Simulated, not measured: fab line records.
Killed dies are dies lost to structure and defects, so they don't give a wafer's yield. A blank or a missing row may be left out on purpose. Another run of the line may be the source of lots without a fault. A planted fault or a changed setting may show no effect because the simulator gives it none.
Code-filled problem report in 8D (eight disciplines) form | flow n5-finfet | the parts of the form that need people (team, actions taken, sign-off) are left out

== 1. WHAT WENT WRONG ==
At N5_PASSIVATION_PROBE_49, killed_at_M0_to_M3 averages 157 over 2 wafers from 2 lots, while fault-free wafers read 35, standard deviation 11. Measured from the usual mean, that is +11 standard deviations.
First seen on wafer L219.2, day 14 22:43, on prober-02. The record holds 2 wafers of 2 lots with a number at this step. Rule for "out", or "out of limits": more than 4 standard deviations from the usual mean. The rest of the wafers with a number are treated as sound.

== 2. WHAT IT IS, AND WHAT IT ISN'T ==
question                    | is                                                                                                      | is not
which readings at this step | killed_at_M0_to_M3, defect-limited-yield, killed-dies, sort_bin_5_function, sort-n-pass, sort-yield-pct | killed_at_M4_up, killed-at-contacts, killed-at-front-end, killed-at-other, killed-on-rim, killed-open, killed-short, sort_bin_6_memory
which lots                  | L219, L221                                                                                              | -
which wafers of those lots  | all that have a number                                                                                  | -
read on which tools         | prober-02                                                                                               | -
when                        | from day 14 22:43                                                                                       | up to then (0 sound wafers)

== 3. THE SUSPECTS, EACH WITH WHAT RULES IT OUT ==
Counting: a tool at any process step up to the reading remains a suspect when it ran all the lots that are out and ran no sound lot after the first of those.
- wet-bench-01 at N5_BEOL_M1_PRECLEAN_42 (cleans in residue remover, time 60 s): kept. It ran every lot that is out, first L219 (day 8 10:34), and no sound lot after that.
- prober-02 at N5_PASSIVATION_PROBE_49: kept. It ran every lot that is out, first L219 (day 14 22:43), and no sound lot after that. Its own readings are out on those wafers: defect-limited-yield, killed_at_M0_to_M3, killed-dies, sort_bin_5_function, sort-n-pass, sort-yield-pct.
Remaining after the count are wet-bench-01 at N5_BEOL_M1_PRECLEAN_42 and prober-02 at N5_PASSIVATION_PROBE_49.

== 4. THE CAUSE (what the simulator had put in) ==
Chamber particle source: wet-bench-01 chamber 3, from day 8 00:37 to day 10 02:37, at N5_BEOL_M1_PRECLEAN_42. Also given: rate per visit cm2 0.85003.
After counting, 2 suspects remain, this tool included.

== 5. THE EFFECT CHAIN, in route order ==
One row per reading whose mean, taken over the struck wafers that have a number, lies over 3 standard deviations from the usual. Readings are gone through only where the record gives a usual standard deviation; hours: the median, over the lots, of the time from a lot's start at the first step in this table giving one to that lot's start at this step; sigmas: the change measured in usual standard deviations.
hours | step                    | reading              | usual  | on struck wafers | change | sigmas
0     | N5_PASSIVATION_PROBE_49 | defect-limited-yield | 91.2 % | 82.0             | -9.2   | -6.5
0     | N5_PASSIVATION_PROBE_49 | killed_at_M0_to_M3   | 35     | 157              | +122   | +11
0     | N5_PASSIVATION_PROBE_49 | killed-dies          | 103    | 212              | +108   | +6.4
0     | N5_PASSIVATION_PROBE_49 | sort_bin_5_function  | 5.1 %  | 12.1             | +7.0   | +7.9
0     | N5_PASSIVATION_PROBE_49 | sort-n-pass          | 1077   | 968              | -108   | -6.4
0     | N5_PASSIVATION_PROBE_49 | sort-yield-pct       | 91.2 % | 82.0             | -9.2   | -6.5
The process steps in it:
- N5_PASSIVATION_PROBE_49

== 6. HOW IT WOULD HAVE BEEN CAUGHT EARLIER ==
In this record the first reading out of limits was taken at day 14 22:43, 166 hours after the fault began at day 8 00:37.
No tool reading at N5_BEOL_M1_PRECLEAN_42 that has a usual standard deviation in the record was out on any struck wafer, so an alarm limit of 4 standard deviations on those readings would not have fired.
By day 14 22:43 the whole set of lots that are out, 2 in number, had already begun N5_BEOL_M1_PRECLEAN_42 on wet-bench-01. None of them would have been spared by holding the tool at that moment.
